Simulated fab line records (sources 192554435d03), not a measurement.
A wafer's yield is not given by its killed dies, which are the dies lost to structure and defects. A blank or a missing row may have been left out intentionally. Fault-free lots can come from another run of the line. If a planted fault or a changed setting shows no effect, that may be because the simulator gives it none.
fab line records	flow n5Finfet
record: lots: 24	wafers: 72	lastDay: 18
route steps=1938 shown BEOL_M5@1159 BEOL_M6@1196
lots that met no fault: from a run of the same line without faults
startH: hours from the record's first day to the start of the lot's first wafer shown	waitH: hours since the lot's step before	" same as the row above	L1.1+2: one row covering several wafers at once	- value missing, or start not given	* or withheld: withheld	< > ~ a bound
route shown NAME@n: a module of which the file shows steps, and the number in the route of the first	usual: mean and standard deviation over wafers with no fault	same: alike in all rows	chamber/n: place in a boat	sites: the reading at each site	_std_site: standard deviation across them	_edge_site: the outer-site mean with the inner-site mean subtracted	radiusMm: how far each site lies from the wafer's centre	mask NAME#n: copy n	behind: the most recent tool/chamber to have shaped the wafer	hold: reason for holding the lot/hours on hold/outcome of the hold	device: transistor that didn't switch, given as n, p or np	end of line: at the end of the route, the tests of the same wafers	a step without rows: its recipe alone	killed: dies that structure and defects cost at the first sort, which is not the same as the wafer's yield	map: per-die view of a wafer (x killed, . not killed, _ where there is no die)
set.NAME: the setting as run; set.NAME@STEP: as run at that earlier step	model.NAME: the simulator's own value behind a step, which no gauge read
one table for each step of the route and one row for each wafer, over a sample of lots
services: a tool's chamber out of use, with start hour (startH, from the record's first day; less than 0 if before it), hours out, and reason
== steps ==
step: N5_BEOL_M5_STRIP_36
recipe: chemistry: N2/H2	powerW: 450	tempC: 40	pressureMtorr: 20	rfFrequencyHz: 6e+07	overashFraction: 0.3	biasPowerW: 7	h2Frac: 0.5	n2FlowSccm: 200	h2FlowSccm: 200
usual: drypumpMotorCurrentA: 5.7/0.51	oesProductAu: 0.80/0.073	rfVppV: 59.0/1.5	showerheadPlenumPTorr: 2.52/0.082	throttleValvePct: 23.5/0.38
same: overashFraction: 0.3
lot.wafer	tool	chamber	startH	waitH	drypumpMotorCurrentA	oesProductAu	rfHoursCounterH	rfVppV	showerheadPlenumPTorr	throttleValvePct
L074.1	rieDiel-05	3	181.29	0.0	5.8	0.72	200	61.6	2.63	23.9
L074.4	"	1	"	"	6.0	0.66	249	59.4	2.59	23.3
L074.6	"	1	"	"	6.0	0.67	-	63.6	2.59	23.3
L075.2	rieDiel-03	3	185.12	0.0	6.5	0.88	32	60.5	2.69	23.6
L075.3	"	0	"	"	6.1	0.85	61	55.8	2.58	24.2
L075.6	"	3	"	"	6.5	0.90	-	59.2	2.69	23.6
L076.1	rieDiel-03	3	210.25	0.0	6.5	0.88	42	57.8	2.69	23.6
L076.3	"	1	"	"	6.6	0.75	167	59.4	2.51	23.4
L076.6	"	2	"	"	5.8	0.78	-	61.6	2.56	23.2
L078.2	rieDiel-01	1	210.62	0.0	5.4	0.85	44	58.6	2.47	22.8
L078.3	"	2	"	"	5.3	0.90	31	59.3	2.44	23.1
L078.5	"	3	"	"	6.1	0.84	-	60.8	2.57	23.5
L081.1	rieDiel-05	2	215.95	0.0	5.0	0.85	75	59.6	2.45	23.6
L081.2	"	0	"	"	5.1	0.70	191	58.7	2.44	23.8
L081.4	"	2	"	"	5.0	0.85	-	59.4	2.45	23.6
L079.1	rieDiel-03	3	221.65	0.0	6.5	0.88	45	61.7	2.69	23.6
L079.5	"	0	"	"	6.1	0.82	-	60.9	2.57	24.2
L079.6	"	3	"	"	6.5	0.87	-	61.1	2.69	23.6
L080.1	rieDiel-01	1	222.05	0.0	5.4	0.86	47	57.4	2.47	22.8
L080.3	"	2	"	"	5.3	0.89	35	57.7	2.44	23.0
L080.5	"	3	"	"	6.0	0.82	-	58.8	2.57	23.6
L077.2	rieDiel-05	3	222.21	0.0	5.8	0.72	208	60.8	2.63	23.9
L077.4	"	0	"	"	5.1	0.70	-	57.3	2.43	23.8
L077.6	"	2	"	"	5.0	0.84	-	57.2	2.45	23.6
L082.2	rieDiel-01	1	228.12	0.0	5.4	0.85	48	59.4	2.47	22.8
L082.3	"	0	"	"	5.5	0.88	41	60.0	2.46	23.5
L082.4	"	3	"	"	6.1	0.84	66	58.6	2.56	23.5
L083.1	rieDiel-05	2	229.30	0.0	5.0	0.84	80	59.1	2.45	23.6
L083.5	"	3	"	"	5.8	0.72	-	58.2	2.63	23.9
L083.6	"	2	"	"	5.0	0.85	-	58.1	2.45	23.6
L084.3	rieDiel-05	0	238.36	0.0	5.2	0.70	199	59.3	2.43	23.7
L084.4	"	0	"	"	5.2	0.69	-	58.4	2.43	23.7
L084.6	"	2	"	"	5.0	0.84	-	58.0	2.45	23.6
L085.1	rieDiel-03	3	249.09	0.0	6.5	0.85	52	61.0	2.68	23.6
L085.3	"	0	"	"	6.0	0.80	81	57.5	2.57	24.2
L085.5	"	1	"	"	6.6	0.75	-	60.1	2.51	23.4
L086.1	rieDiel-05	0	257.53	0.0	5.1	0.70	205	58.3	2.43	23.8
L086.3	"	1	"	"	6.0	1.01	4	58.1	2.59	22.9
L086.6	"	2	"	"	5.1	0.83	-	56.1	2.44	23.6
L087.2	rieDiel-01	1	257.99	0.0	5.4	0.84	57	59.5	2.47	22.8
L087.5	"	3	"	"	6.0	0.82	-	58.4	2.56	23.6
L087.6	"	2	"	"	5.3	0.88	-	58.4	2.44	23.1
L088.1	rieDiel-05	2	274.03	0.0	5.0	0.82	95	60.0	2.44	23.6
L088.4	"	3	"	"	5.8	0.70	225	59.9	2.62	23.9
L088.5	"	3	"	"	5.8	0.69	-	57.6	2.62	23.9
L091.2	rieDiel-01	2	275.77	0.0	5.3	0.87	50	58.8	2.44	23.1
L091.3	"	3	"	"	6.0	0.80	80	58.5	2.56	23.6
L091.5	"	0	"	"	5.5	0.85	-	60.0	2.45	23.5
L089.1	rieDiel-01	3	281.15	0.0	6.1	0.81	82	57.2	2.56	23.6
L089.4	"	2	"	"	5.3	0.86	51	61.0	2.43	23.1
L089.6	"	1	"	"	5.4	0.83	-	58.0	2.47	22.8
L090.3	rieDiel-01	2	286.23	0.0	5.3	0.88	53	60.5	2.43	23.1
L090.4	"	0	"	"	5.5	0.86	57	58.3	2.45	23.5
L090.6	"	2	"	"	5.2	0.88	-	58.4	2.43	23.1
L093.3	rieDiel-03	2	292.49	0.0	5.8	0.75	145	59.3	2.55	23.3
L093.5	"	2	"	"	5.8	0.74	-	59.4	2.55	23.3
L093.6	"	3	"	"	6.5	0.84	-	58.3	2.68	23.6
L092.1	rieDiel-03	2	296.34	0.0	5.8	0.74	146	58.4	2.55	23.3
L092.2	"	1	"	"	6.6	0.74	193	58.3	2.50	23.4
L092.5	"	0	"	"	6.0	0.78	-	58.4	2.56	24.2
L094.2	rieDiel-03	3	296.89	0.0	6.6	0.84	66	57.1	2.68	23.7
L094.3	"	2	"	"	5.8	0.75	146	57.4	2.55	23.3
L094.6	"	3	"	"	6.5	0.83	-	60.3	2.68	23.6
L095.2	rieDiel-05	2	313.38	0.0	5.0	0.81	108	56.5	2.44	23.6
L095.5	"	0	"	"	5.1	0.69	-	57.7	2.42	23.8
L095.6	"	1	"	"	6.0	0.95	-	61.1	2.58	22.9
L097.2	rieDiel-05	3	318.85	0.0	5.8	0.69	242	57.3	2.61	23.9
L097.3	"	1	"	"	6.0	0.94	25	60.0	2.58	22.9
L097.6	"	0	"	"	5.1	0.69	-	59.8	2.42	23.8
L096.4	rieDiel-03	2	319.87	0.0	5.8	0.75	154	55.9	2.54	23.3
L096.5	"	0	"	"	6.0	0.77	-	58.0	2.56	24.2
L096.6	"	3	"	"	6.6	0.82	-	60.0	2.67	23.7
step: N5_BEOL_M5_ANNEAL_49
recipe: tempC: 400	timeS: 1800	ambient: vacuum
usual: heaterPowerW: 843/96
lot.wafer	tool	chamber	startH	waitH	heaterPowerW
L074.1	pvdSputter-02	-	183.16	0.0	979
L074.4	"	-	"	"	813
L074.6	"	-	"	"	763
L075.2	pvdSputter-01	-	187.30	0.0	896
L075.3	"	-	"	"	897
L075.6	"	-	"	"	746
L076.1	pvdSputter-01	-	211.92	0.0	766
L076.3	"	-	"	"	914
L076.6	"	-	"	"	908
L078.2	pvdSputter-02	-	212.43	0.0	777
L078.3	"	-	"	"	964
L078.5	"	-	"	"	972
L081.1	pvdSputter-01	-	217.59	0.0	790
L081.2	"	-	"	"	880
L081.4	"	-	"	"	937
L079.1	pvdSputter-03	-	223.08	0.0	727
L079.5	"	-	"	"	634
L079.6	"	-	"	"	810
L080.1	pvdSputter-02	-	224.84	0.0	983
L080.3	"	-	"	"	776
L080.5	"	-	"	"	975
L077.2	pvdSputter-01	-	225.06	0.0	746
L077.4	"	-	"	"	816
L077.6	"	-	"	"	846
L082.2	pvdSputter-01	-	230.07	0.0	914
L082.3	"	-	"	"	890
L082.4	"	-	"	"	841
L083.1	pvdSputter-02	-	232.91	0.0	985
L083.5	"	-	"	"	966
L083.6	"	-	"	"	990
L084.3	pvdSputter-01	-	240.00	0.0	764
L084.4	"	-	"	"	936
L084.6	"	-	"	"	768
L085.1	pvdSputter-03	-	251.02	0.0	721
L085.3	"	-	"	"	645
L085.5	"	-	"	"	789
L086.1	pvdSputter-02	-	259.42	0.0	977
L086.3	"	-	"	"	794
L086.6	"	-	"	"	813
L087.2	pvdSputter-01	-	261.94	0.0	886
L087.5	"	-	"	"	824
L087.6	"	-	"	"	883
L088.1	pvdSputter-01	-	276.44	0.0	832
L088.4	"	-	"	"	783
L088.5	"	-	"	"	864
L091.2	pvdSputter-03	-	277.54	0.0	940
L091.3	"	-	"	"	717
L091.5	"	-	"	"	934
L089.1	pvdSputter-01	-	282.69	0.0	856
L089.4	"	-	"	"	903
L089.6	"	-	"	"	859
L090.3	pvdSputter-01	-	288.16	0.0	918
L090.4	"	-	"	"	834
L090.6	"	-	"	"	893
L093.3	pvdSputter-03	-	294.07	0.0	930
L093.5	"	-	"	"	919
L093.6	"	-	"	"	718
L092.1	pvdSputter-03	-	298.49	0.0	777
L092.2	"	-	"	"	676
L092.5	"	-	"	"	940
L094.2	pvdSputter-02	-	298.75	0.0	810
L094.3	"	-	"	"	778
L094.6	"	-	"	"	769
L095.2	pvdSputter-03	-	315.55	0.0	724
L095.5	"	-	"	"	802
L095.6	"	-	"	"	658
L097.2	pvdSputter-03	-	320.69	0.0	795
L097.3	"	-	"	"	916
L097.6	"	-	"	"	735
L096.4	pvdSputter-01	-	321.78	0.0	907
L096.5	"	-	"	"	926
L096.6	"	-	"	"	761
step: N5_BEOL_M5_PRE_CLEAN_77
recipe: gas: NH3/H2	timeS: 15	tempC: *	rfPowerW: 300
usual: heaterPowerW: 90/23
lot.wafer	tool	chamber	startH	waitH	heaterPowerW	sinceWetCleanH
L074.1	cvdCo-02	0	188.26	0.0	85	730
L074.4	"	1	"	"	131	-
L074.6	"	2	"	"	99	-
L075.2	cvdCo-01	2	192.41	0.0	65	493
L075.3	"	0	"	"	67	952
L075.6	"	1	"	"	76	-
L076.1	cvdCo-02	2	217.20	0.2	99	299
L076.3	"	1	"	"	129	1196
L076.6	"	2	"	"	99	-
L078.2	cvdCo-01	2	217.54	0.0	66	518
L078.3	"	1	"	"	76	81
L078.5	"	1	"	"	75	-
L081.1	cvdCo-02	1	222.70	0.0	129	1201
L081.2	"	0	"	"	86	764
L081.4	"	1	"	"	130	-
L079.1	cvdCo-02	1	228.18	0.0	133	1207
L079.5	"	1	"	"	130	-
L079.6	"	0	"	"	85	-
L080.1	cvdCo-02	2	230.20	0.0	98	312
L080.3	"	0	"	"	86	772
L080.5	"	1	"	"	128	-
L077.2	cvdCo-01	2	230.27	0.0	65	531
L077.4	"	1	"	"	74	-
L077.6	"	0	"	"	69	-
L082.2	cvdCo-02	1	235.17	0.0	128	1214
L082.3	"	2	"	"	101	316
L082.4	"	1	"	"	133	-
L083.1	cvdCo-01	1	238.01	0.0	75	101
L083.5	"	1	"	"	73	-
L083.6	"	2	"	"	65	-
L084.3	cvdCo-02	2	245.09	0.0	97	326
L084.4	"	2	"	"	98	-
L084.6	"	1	"	"	128	-
L085.1	cvdCo-02	1	256.14	0.0	132	1235
L085.3	"	2	"	"	99	337
L085.5	"	2	"	"	101	-
L086.1	cvdCo-01	1	264.56	0.0	73	128
L086.3	"	0	"	"	67	1025
L086.6	"	0	"	"	66	-
L087.2	cvdCo-02	2	267.03	0.0	100	348
L087.5	"	2	"	"	98	-
L087.6	"	1	"	"	128	-
L088.1	cvdCo-01	1	281.54	0.0	73	145
L088.4	"	1	"	"	76	-
L088.5	"	0	"	"	66	-
L091.2	cvdCo-02	1	282.69	0.1	130	1261
L091.3	"	0	"	"	86	824
L091.5	"	0	"	"	82	-
L089.1	cvdCo-02	1	287.79	0.0	129	1266
L089.4	"	0	"	"	84	-
L089.6	"	1	"	"	126	-
L090.3	cvdCo-02	2	293.26	0.0	100	375
L090.4	"	2	"	"	98	-
L090.6	"	0	"	"	85	-
L093.3	cvdCo-01	2	299.17	0.0	66	600
L093.5	"	1	"	"	74	-
L093.6	"	2	"	"	67	-
L092.1	cvdCo-01	2	303.59	0.0	67	604
L092.2	"	0	"	"	66	1064
L092.5	"	2	"	"	65	-
L094.2	cvdCo-01	0	303.88	0.0	67	1064
L094.3	"	1	"	"	76	167
L094.6	"	2	"	"	64	-
L095.2	cvdCo-02	1	320.65	0.0	135	1299
L095.5	"	1	"	"	133	-
L095.6	"	2	"	"	97	-
L097.2	cvdCo-02	0	326.97	0.3	85	868
L097.3	"	2	"	"	101	408
L097.6	"	1	"	"	133	-
L096.4	cvdCo-01	2	327.05	0.2	65	-
L096.5	"	1	"	"	75	-
L096.6	"	0	"	"	67	-
step: N5_BEOL_M5_RS_MEAS_57
recipe: thkMeasGauge: four-point-probe	reads: Co_of_BEOL_M5_CO_CAP_78+Cu_of_BEOL_M5_ECD_50+Co_of_BEOL_M5_CVD_47+TaN_of_BEOL_M5_ALD_86
usual: M5_RS: 0.393/0.019
lot.wafer	tool	chamber	startH	waitH	M5_RS[ohm/sq]
L074.1	filmMetro-01	-	188.48	0.0	0.441
L074.4	"	-	"	"	0.433
L074.6	"	-	"	"	0.436
L075.2	filmMetro-01	-	192.63	0.1	0.396
L075.3	"	-	"	"	0.368
L075.6	"	-	"	"	0.388
L076.1	filmMetro-01	-	217.42	0.1	0.399
L076.3	"	-	"	"	0.392
L076.6	"	-	"	"	0.402
L078.2	filmMetro-01	-	217.78	0.1	0.398
L078.3	"	-	"	"	0.374
L078.5	"	-	"	"	0.380
L081.1	filmMetro-02	-	222.92	0.0	0.383
L081.2	"	-	"	"	0.415
L081.4	"	-	"	"	0.403
L079.1	filmMetro-02	-	228.41	0.0	0.394
L079.5	"	-	"	"	0.380
L079.6	"	-	"	"	0.394
L080.1	filmMetro-01	-	230.45	0.1	0.390
L080.3	"	-	"	"	0.403
L080.5	"	-	"	"	0.384
L077.2	filmMetro-01	-	230.49	0.1	0.395
L077.4	"	-	"	"	0.410
L077.6	"	-	"	"	0.369
L082.2	filmMetro-02	-	235.39	0.1	0.399
L082.3	"	-	"	"	0.379
L082.4	"	-	"	"	0.407
L083.1	filmMetro-01	-	238.23	0.0	0.391
L083.5	"	-	"	"	0.397
L083.6	"	-	"	"	0.382
L084.3	filmMetro-01	-	245.32	0.1	0.405
L084.4	"	-	"	"	0.426
L084.6	"	-	"	"	0.393
L085.1	filmMetro-01	-	256.37	0.0	0.395
L085.3	"	-	"	"	0.379
L085.5	"	-	"	"	0.399
L086.1	filmMetro-02	-	264.78	0.0	0.410
L086.3	"	-	"	"	0.372
L086.6	"	-	"	"	0.379
L087.2	filmMetro-01	-	267.26	0.1	0.387
L087.5	"	-	"	"	0.387
L087.6	"	-	"	"	0.376
L088.1	filmMetro-02	-	281.76	0.0	0.396
L088.4	"	-	"	"	0.396
L088.5	"	-	"	"	0.416
L091.2	filmMetro-02	-	282.94	0.1	0.392
L091.3	"	-	"	"	0.388
L091.5	"	-	"	"	0.364
L089.1	filmMetro-02	-	288.03	0.0	0.386
L089.4	"	-	"	"	0.369
L089.6	"	-	"	"	0.409
L090.3	filmMetro-02	-	293.48	0.1	0.377
L090.4	"	-	"	"	0.367
L090.6	"	-	"	"	0.380
L093.3	filmMetro-01	-	299.40	0.1	0.413
L093.5	"	-	"	"	0.391
L093.6	"	-	"	"	0.395
L092.1	filmMetro-02	-	303.81	0.0	0.414
L092.2	"	-	"	"	0.385
L092.5	"	-	"	"	0.398
L094.2	filmMetro-02	-	304.10	0.1	0.400
L094.3	"	-	"	"	0.399
L094.6	"	-	"	"	0.405
L095.2	filmMetro-02	-	320.90	0.1	0.378
L095.5	"	-	"	"	0.411
L095.6	"	-	"	"	0.390
L097.2	filmMetro-02	-	327.19	0.1	0.399
L097.3	"	-	"	"	0.406
L097.6	"	-	"	"	0.414
L096.4	filmMetro-02	-	327.25	0.0	0.402
L096.5	"	-	"	"	0.391
L096.6	"	-	"	"	0.387
step: N5_BEOL_M6_THK_MEAS_01
recipe: reads: SiCOH_lowk_of_BEOL_M6_ILD_DEP_00
usual: M6_ILD_THK: 154.8/2.1
lot.wafer	tool	chamber	startH	waitH	M6_ILD_THK[nm]
L074.1	filmMetro-02	-	189.12	0.4	150.2
L074.4	"	-	"	"	153.2
L074.6	"	-	"	"	153.8
L075.2	filmMetro-01	-	193.27	0.4	151.2
L075.3	"	-	"	"	153.3
L075.6	"	-	"	"	155.1
L076.1	filmMetro-02	-	218.06	0.4	153.8
L076.3	"	-	"	"	151.7
L076.6	"	-	"	"	155.0
L078.2	filmMetro-02	-	218.44	0.4	151.9
L078.3	"	-	"	"	154.2
L078.5	"	-	"	"	158.3
L081.1	filmMetro-01	-	223.56	0.4	152.5
L081.2	"	-	"	"	150.6
L081.4	"	-	"	"	155.2
L079.1	filmMetro-01	-	229.07	0.4	155.0
L079.5	"	-	"	"	156.5
L079.6	"	-	"	"	156.9
L080.1	filmMetro-02	-	231.11	0.4	155.8
L080.3	"	-	"	"	158.3
L080.5	"	-	"	"	158.5
L077.2	filmMetro-02	-	231.13	0.4	151.1
L077.4	"	-	"	"	152.8
L077.6	"	-	"	"	153.3
L082.2	filmMetro-02	-	236.07	0.4	151.4
L082.3	"	-	"	"	153.5
L082.4	"	-	"	"	154.6
L083.1	filmMetro-01	-	238.89	0.4	152.7
L083.5	"	-	"	"	154.2
L083.6	"	-	"	"	152.8
L084.3	filmMetro-01	-	246.44	0.5	155.4
L084.4	"	-	"	"	157.9
L084.6	"	-	"	"	158.4
L085.1	filmMetro-02	-	257.03	0.4	157.4
L085.3	"	-	"	"	159.5
L085.5	"	-	"	"	157.3
L086.1	filmMetro-01	-	265.42	0.4	153.6
L086.3	"	-	"	"	153.5
L086.6	"	-	"	"	156.4
L087.2	filmMetro-02	-	268.03	0.4	153.9
L087.5	"	-	"	"	154.5
L087.6	"	-	"	"	156.4
L088.1	filmMetro-02	-	282.41	0.4	152.0
L088.4	"	-	"	"	153.5
L088.5	"	-	"	"	158.2
L091.2	filmMetro-01	-	283.58	0.4	154.4
L091.3	"	-	"	"	153.9
L091.5	"	-	"	"	156.2
L089.1	filmMetro-01	-	288.67	0.4	153.3
L089.4	"	-	"	"	157.2
L089.6	"	-	"	"	156.7
L090.3	filmMetro-02	-	294.12	0.3	151.8
L090.4	"	-	"	"	155.7
L090.6	"	-	"	"	155.1
L093.3	filmMetro-01	-	300.04	0.3	155.0
L093.5	"	-	"	"	154.8
L093.6	"	-	"	"	157.0
L092.1	filmMetro-02	-	304.45	0.4	154.5
L092.2	"	-	"	"	154.5
L092.5	"	-	"	"	157.0
L094.2	filmMetro-02	-	304.74	0.4	152.5
L094.3	"	-	"	"	153.0
L094.6	"	-	"	"	156.1
L095.2	filmMetro-02	-	321.54	0.4	152.0
L095.5	"	-	"	"	154.3
L095.6	"	-	"	"	154.8
L097.2	filmMetro-02	-	327.83	0.4	155.7
L097.3	"	-	"	"	154.5
L097.6	"	-	"	"	158.8
L096.4	filmMetro-02	-	327.89	0.2	153.7
L096.5	"	-	"	"	155.5
L096.6	"	-	"	"	155.2
step: N5_BEOL_M6_PECVD_70
recipe: material: SiO2	targetThkA: 200	tempC: 400	precursor: TEOS/O2	pressureTorr: 5.5	rfW: 450	teosFlowSccm: 53.8	gas: O2	flowSccm: 3000	timeS: 22.7
usual: heaterPowerW: 697/81	showerheadPlenumPTorr: 8.81/0.058	throttleValvePct: 22.2/0.87
lot.wafer	tool	chamber	startH	waitH	heaterPowerW	showerheadPlenumPTorr	sinceWetCleanH	throttleValvePct
L074.1	pecvd-03	1	189.16	0.0	778	8.81	1437	24.1
L074.4	"	1	"	"	794	8.77	-	24.0
L074.6	"	0	"	"	685	8.95	-	21.2
L075.2	pecvd-01	1	193.31	0.0	806	8.77	1622	22.5
L075.3	"	0	"	"	619	8.75	897	21.9
L075.6	"	0	"	"	613	8.78	-	22.2
L076.1	pecvd-02	1	218.10	0.0	631	8.82	2009	22.3
L076.3	"	2	"	"	880	8.76	530	21.8
L076.6	"	0	"	"	740	8.80	-	23.0
L078.2	pecvd-01	2	218.48	0.0	694	8.83	118	22.1
L078.3	"	0	"	"	643	8.81	922	22.4
L078.5	"	2	"	"	704	8.84	-	22.0
L081.1	pecvd-01	1	223.60	0.0	797	8.79	1652	22.2
L081.2	"	0	"	"	638	8.77	927	22.1
L081.4	"	0	"	"	638	8.77	-	22.0
L079.1	pecvd-01	2	229.11	0.0	752	8.84	128	22.0
L079.5	"	2	"	"	739	8.81	-	22.0
L079.6	"	0	"	"	535	8.79	-	22.4
L080.1	pecvd-03	1	231.15	0.0	672	8.78	1479	24.5
L080.3	"	1	"	"	678	8.77	-	23.7
L080.5	"	1	"	"	683	8.77	-	24.2
L077.2	pecvd-02	2	231.20	0.1	783	8.73	544	21.5
L077.4	"	1	"	"	716	8.81	-	22.3
L077.6	"	2	"	"	757	8.73	-	21.8
L082.2	pecvd-03	0	236.10	0.0	731	8.96	759	20.9
L082.3	"	2	"	"	582	8.83	5	20.7
L082.4	"	2	"	"	589	8.81	-	20.8
L083.1	pecvd-01	0	238.93	0.0	626	8.77	943	22.5
L083.5	"	1	"	"	773	8.79	-	22.2
L083.6	"	0	"	"	628	8.79	-	22.2
L084.3	pecvd-02	2	246.49	0.1	738	8.72	-	21.8
L084.4	"	1	"	"	576	8.81	-	22.2
L084.6	"	2	"	"	731	8.76	-	21.5
L085.1	pecvd-01	1	257.07	0.0	763	8.75	1686	22.5
L085.3	"	2	"	"	699	8.86	156	22.4
L085.5	"	2	"	"	703	8.84	-	22.0
L086.1	pecvd-01	1	265.46	0.0	711	8.77	1694	22.4
L086.3	"	2	"	"	734	8.84	165	22.1
L086.6	"	2	"	"	735	8.86	-	22.2
L087.2	pecvd-01	1	268.07	0.0	810	8.78	1697	22.5
L087.5	"	2	"	"	651	8.82	-	22.3
L087.6	"	0	"	"	573	8.77	-	21.9
L088.1	pecvd-01	2	282.45	0.0	749	8.83	182	22.2
L088.4	"	0	"	"	623	8.78	-	22.4
L088.5	"	2	"	"	765	8.85	-	22.2
L091.2	pecvd-03	1	283.62	0.0	664	8.79	1531	23.9
L091.3	"	0	"	"	716	8.96	-	21.2
L091.5	"	1	"	"	667	8.76	-	24.2
L089.1	pecvd-02	1	288.70	0.0	641	8.81	2080	22.1
L089.4	"	0	"	"	830	8.80	-	20.8
L089.6	"	2	"	"	787	8.74	-	21.7
L090.3	pecvd-02	1	294.16	0.0	572	8.80	2086	22.3
L090.4	"	0	"	"	762	8.78	-	21.1
L090.6	"	2	"	"	847	8.75	-	21.9
L093.3	pecvd-03	0	300.07	0.0	697	8.94	823	21.2
L093.5	"	2	"	"	585	8.84	-	21.3
L093.6	"	1	"	"	773	8.77	-	24.3
L092.1	pecvd-01	2	304.49	0.0	619	8.84	204	22.3
L092.2	"	0	"	"	571	8.77	1008	22.2
L092.5	"	0	"	"	574	8.78	-	22.4
L094.2	pecvd-03	2	304.78	0.0	595	8.82	73	21.1
L094.3	"	1	"	"	759	8.77	1552	23.8
L094.6	"	1	"	"	760	8.77	-	24.2
L095.2	pecvd-02	0	321.58	0.0	792	8.80	65	20.8
L095.5	"	0	"	"	811	8.80	-	21.0
L095.6	"	2	"	"	761	8.77	-	21.8
L097.2	pecvd-03	1	327.87	0.0	756	8.81	1575	24.1
L097.3	"	1	"	"	751	8.76	-	24.2
L097.6	"	2	"	"	603	8.81	-	21.2
L096.4	pecvd-01	0	327.95	0.1	604	8.80	-	22.5
L096.5	"	1	"	"	776	8.76	-	22.3
L096.6	"	2	"	"	747	8.82	-	22.7
== services ==
tool	chamber	startH	hours	kind
rieDiel-05	3	158.44	5.2	repair
cvdCo-02	2	163.16	7.5	repair
rieDiel-05	-	183.76	15.6	pm
cvdCo-01	0	188.27	2.6	repair
rieDiel-05	0	200.72	8.9	repair
pecvd-03	2	202.38	-	clean
pecvd-03	2	202.38	-	consumableReplace:showerhead
rieDiel-05	1	203.12	7.6	repair
rieDiel-05	1	211.16	-	clean
rieDiel-05	1	211.16	-	consumableReplace:focusRing
rieDiel-05	1	211.16	31.8	scheduledDown
rieDiel-05	1	211.16	31.8	ventCycle
rieDiel-05	3	215.05	2.0	repair
cvdCo-01	-	218.10	0.7	repair
pecvd-03	-	227.45	0.9	repair
cvdCo-01	-	244.77	0.8	repair
rieDiel-03	3	256.81	3.9	repair
pecvd-02	-	266.68	5.9	repair
pecvd-03	2	281.80	4.3	repair
cvdCo-02	-	298.91	4.3	pm
cvdCo-01	-	304.14	0.2	repair
pecvd-03	-	307.84	0.5	repair
pecvd-03	0	320.29	13.8	repair
cvdCo-02	-	323.06	2.8	pm
== key ==
fault none
